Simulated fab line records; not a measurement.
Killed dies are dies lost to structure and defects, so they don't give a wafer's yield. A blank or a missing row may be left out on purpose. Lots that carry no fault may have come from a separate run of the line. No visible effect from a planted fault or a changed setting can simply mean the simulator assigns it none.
Chamber matching    flow n5_finfet    3 sister chambers for N5_BEOL_M8_CVD_78 on cvd_co-02
The step deposits Co from CCTBA/H2, target thk 2 nm, time 142.3 s. 14 wafers are shown with their chamber, then 7 later ones without.

## WAFERS PAIRED WITH THEIR CHAMBERS
wafer   chamber  run_length_s (s)  chamber_pressure_Torr (Torr)
L974.2  0        164.6             30.00
L974.5  1        165.5             30.02
L974.6  0        165.4             29.91
L975.3  1        165.6             29.92
L975.4  2        165.6             30.02
L975.5  1        166.0             29.85
L980.1  1        165.3             30.05
L980.3  2        165.5             30.01
L980.6  2        165.8             30.07
L981.1  2        165.7             29.97
L981.4  1        165.9             29.93
L981.6  0        165.7             29.96
L994.2  0        164.7             30.03
L994.3  2        166.2             30.01

SIGNATURES, as means of the wafers listed above
reading                chamber 0  chamber 1  chamber 2  scatter within a chamber
run_length_s           165.100    165.660    165.760    0.367
chamber_pressure_Torr  29.9750    29.9540    30.0160    0.0598
Rule: for each reading, subtract the chamber's mean from the wafer's reading, divide by that reading's scatter and square the result; add these up over the readings and take the root, which gives the wafer's distance from the chamber. If the next closest chamber is less than 2 further off than the closest, the wafer can't be placed; otherwise it belongs to the closest. The scatter is the square root of a quotient: the sum, over the shown wafers, of each reading's squared deviation from its chamber's mean, divided by wafers minus chambers.

## WAFERS WITHOUT THEIR CHAMBER
wafer   run_length_s (s)  chamber_pressure_Torr (Torr)
L994.4  165.4             30.04
L996.2  164.8             29.95
L996.3  164.9             30.01
L996.6  165.2             30.00
L997.1  165.0             29.95
L997.4  166.0             29.96
L997.5  165.4             29.97

## WHICH CHAMBER EACH ONE RAN IN
wafer   from the rows above           in truth
L994.4  can't be placed: 2 or 0 or 1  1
L996.2  can't be placed: 0 or 1 or 2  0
L996.3  can't be placed: 0 or 1 or 2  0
L996.6  can't be placed: 0 or 1 or 2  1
L997.1  can't be placed: 0 or 1 or 2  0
L997.4  can't be placed: 1 or 2 or 0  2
L997.5  can't be placed: 1 or 0 or 2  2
Correctly placed: 0 of 7. From these rows, 7 cannot be placed; in 7 the true chamber is one of the candidates. 0 placed wrongly.
